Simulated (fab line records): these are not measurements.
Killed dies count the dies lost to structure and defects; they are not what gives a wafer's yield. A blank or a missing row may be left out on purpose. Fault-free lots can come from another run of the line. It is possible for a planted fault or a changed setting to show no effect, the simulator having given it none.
What tool caused it? -- flow n5 finfet -- at 1 step of a route of 1938, 12 lots with 36 wafers sampled

WHAT EACH GAUGE READ, for each wafer
N5_STI_FIN_REVEAL_THK_MEAS_05.
lot,measured,on,thk nm (nm)
L075,day 2 19:50,film metro-01,133.0 132.2 132.8
L077,day 3 04:21,film metro-02,131.6 132.2 132.3
L079,day 3 15:35,film metro-01,131.2 130.6 131.7
L081,day 4 04:29,film metro-01,129.6 130.7 131.6
L083,day 4 15:37,film metro-01,131.2 131.6 130.8
L085,day 5 06:30,film metro-02,131.4 133.0 132.2
L087,day 5 17:31,film metro-02,131.9 131.8 132.0
L089,day 6 05:27,film metro-02,131.1 131.0 131.3
L091,day 6 15:47,film metro-01,132.6 132.0 131.7
L093,day 7 04:07,film metro-01,131.8 132.0 130.8
L095,day 7 16:31,film metro-01,131.0 132.2 132.5
L097,day 8 08:44,film metro-02,132.5 133.7 130.9

WHICH TOOL RAN EACH LOT (tool, then ch and the chambers of the sampled wafers, then the start)
The record shows no process step preceding these readings.

THE ANSWER, worked out from the rows above alone
Rule: the lots themselves supply what counts as usual. Put in order of their means at a reading, lots are off if they are a third of the lots or fewer, leave a main group of 4 or more, and stand apart from it by a gap of 3 or more times the standard deviation of the main group's means; of several such gaps the widest counts. The tables above print the reading to a certain number of digits; a main group whose means all agree to those digits is not used. A lot without any number at a reading at which 4 lots or more have one is off too. Any other lot the step has rows for is counted as sound.
No lot is off on any of the readings shown, so nothing can be concluded from this.

WHAT THE SIMULATOR HAD INSERTED
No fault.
